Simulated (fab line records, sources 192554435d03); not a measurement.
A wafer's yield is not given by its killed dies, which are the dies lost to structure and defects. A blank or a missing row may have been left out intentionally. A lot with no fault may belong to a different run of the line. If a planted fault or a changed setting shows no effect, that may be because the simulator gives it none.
Split-lot experiment    flow n5_finfet    on a route of 1938 steps: 7 lots, 21 wafers read

THE SPLIT ITSELF
At N5_BEOL_M0_CUTY_ETCH_63 (etches SOC in N2/H2, target depth 82.7 nm, overetch 16.5 nm, time 124 s), the setting time_s was moved away from the recipe's 124 s on 13 of the 21 wafers read, by -17.3% to +20.4%. For the rest of the wafers, this setting stayed at what the recipe calls for.

FROM THE SPLIT TO THE READING: what the file shows between them, 2 steps
- N5_BEOL_M0_CUTY_STRIP_64: strips in N2/H2
- N5_BEOL_M0_ETCH_138: etches SiCN in CH3F/O2, target depth 12 nm, time 31.6 s

THE READING
SiO2_of_BEOL_M0_SAQP_SPACER2_ALD_26.thk_nm (the simulator's own value, which no gauge read), in nm, at N5_BEOL_M0_HM_OPEN_105 (chemistry Cl2/BCl3, target TiN, target depth 12 nm). There is no usual value for it anywhere in the file. Average 2.8 nm, standard deviation 0.14 nm, over the 8 wafers here run with the recipe.

wafer   tool, chamber at the split  time_s as run, s  against the recipe  SiO2_of_BEOL_M0_SAQP_SPACER2_ALD_26.thk_nm, nm  against lot-mates on the recipe
L084.3  rie_diel-03, 0              106.6             -14.0%              3.4                                             no lot-mate on the recipe
L084.4  rie_diel-03, 3,2            106.6             -14.0%              3.6                                             no lot-mate on the recipe
L084.5  rie_diel-03, 3,2            106.6             -14.0%              3.6                                             no lot-mate on the recipe
L087.1  rie_diel-01, 0              149.3             +20.4%              2                                               -0.6
L087.5  rie_diel-01, 1              124               recipe              2.6                                             -
L087.6  rie_diel-01, 2              149.3             +20.4%              2.2                                             -0.4
L088.1  rie_diel-01, 2              102.5             -17.3%              3.2                                             +0.4
L088.5  rie_diel-01, 1              102.5             -17.3%              3.2                                             +0.4
L088.4  rie_diel-01, 2              124               recipe              2.8                                             -
L090.1  rie_diel-04, 1              145.1             +17.0%              2.2                                             -0.7
L090.2  rie_diel-04, 3              124               recipe              2.8                                             -
L090.5  rie_diel-04, 3              124               recipe              3                                               -
L093.2  rie_diel-03, 1              142.2             +14.7%              2.4                                             -0.6
L093.5  rie_diel-03, 3              142.2             +14.7%              2.4                                             -0.6
L093.4  rie_diel-03, 3              124               recipe              3                                               -
L096.3  rie_diel-01, 0              124               recipe              2.8                                             -
L096.6  rie_diel-01, 0              124               recipe              2.8                                             -
L096.5  rie_diel-01, 3              124               recipe              2.6                                             -
L095.1  rie_diel-01, 1              104.4             -15.8%              3                                               no lot-mate on the recipe
L095.2  rie_diel-01, 0              104.4             -15.8%              3.4                                             no lot-mate on the recipe
L095.5  rie_diel-01, 0              104.4             -15.8%              3.4                                             no lot-mate on the recipe
If several chambers appear in one row, that row covers several wafers at once and the file leaves open which wafer was in which chamber.

THE FIT
A straight line over all 21 wafers: SiO2_of_BEOL_M0_SAQP_SPACER2_ALD_26.thk_nm changes by -0.0334 nm for each +1% of time_s; r = -0.93; the points scatter about the line by 0.18 nm.
The same after taking each lot's own level away (the mean of its wafers on the recipe; 15 wafers): -0.0286 nm for each +1%; r = -0.95; scatter 0.12 nm.
On that fit, the largest move of time_s shifts the reading by 0.58 nm.
From 2.60 to 3.00 nm: that is the span of the lots' own levels, equal to 2.8 times the standard deviation above.
Hence the slope depends on the lot-to-lot level, as the two fits are not the same.
Check: for one of the wafers moved furthest among these (+20.4%), held out of the fit, the line's prediction against its lot-mates is -0.631 nm. Against them it came out at -0.6 nm.

OTHER SPLITS APPLIED TO THESE WAFERS
These wafers also went through other splits before the reading. Each is held against what the fit with the lots' levels taken away leaves over:
other split on the same wafers           wafers away from the commonest value  r with SiO2_of_BEOL_M0_SAQP_SPACER2_ALD_26.thk_nm (lot level and that fit taken away)
N5_MOL_CONTACT_COAG_COAT_76 spin_rpm     6                                     -0.35
N5_MOL_CONTACT_COAG_ETCHBACK_135 time_s  7                                     +0.00
N5_MOL_CONTACT_COAG_COAT_64 spin_rpm     6                                     +0.36
N5_BEOL_M0_SAQP_EXPOSE_11 dose_mj        6                                     +0.07

THE WHOLE CHAIN: every reading that the file lists as answering this split, in the file's order
step                     what it does                                                             reading                                                                                      change (the file's fit)                 r (the file's)
N5_BEOL_M0_CUTY_ETCH_63  etches SOC in N2/H2, target depth 82.7 nm, overetch 16.5 nm, time 124 s  SiO2_of_BEOL_M0_SAQP_SPACER2_ALD_26.thk_nm (the simulator's own value, which no gauge read)  -0.0336 nm for each +1% of the setting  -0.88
N5_BEOL_M0_ETCH_138      etches SiCN in CH3F/O2, target depth 12 nm, time 31.6 s                  SiO2_of_BEOL_M0_SAQP_SPACER2_ALD_26.thk_nm (the simulator's own value, which no gauge read)  -0.0324 nm for each +1% of the setting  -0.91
N5_BEOL_M0_HM_OPEN_105   chemistry Cl2/BCl3, target TiN, target depth 12 nm                       SiO2_of_BEOL_M0_SAQP_SPACER2_ALD_26.thk_nm (the simulator's own value, which no gauge read)  -0.031 nm for each +1% of the setting   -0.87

THE FILE'S OWN FIT
SiO2_of_BEOL_M0_SAQP_SPACER2_ALD_26.thk_nm changes by -0.031 nm for each +1% of time_s, r = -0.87.
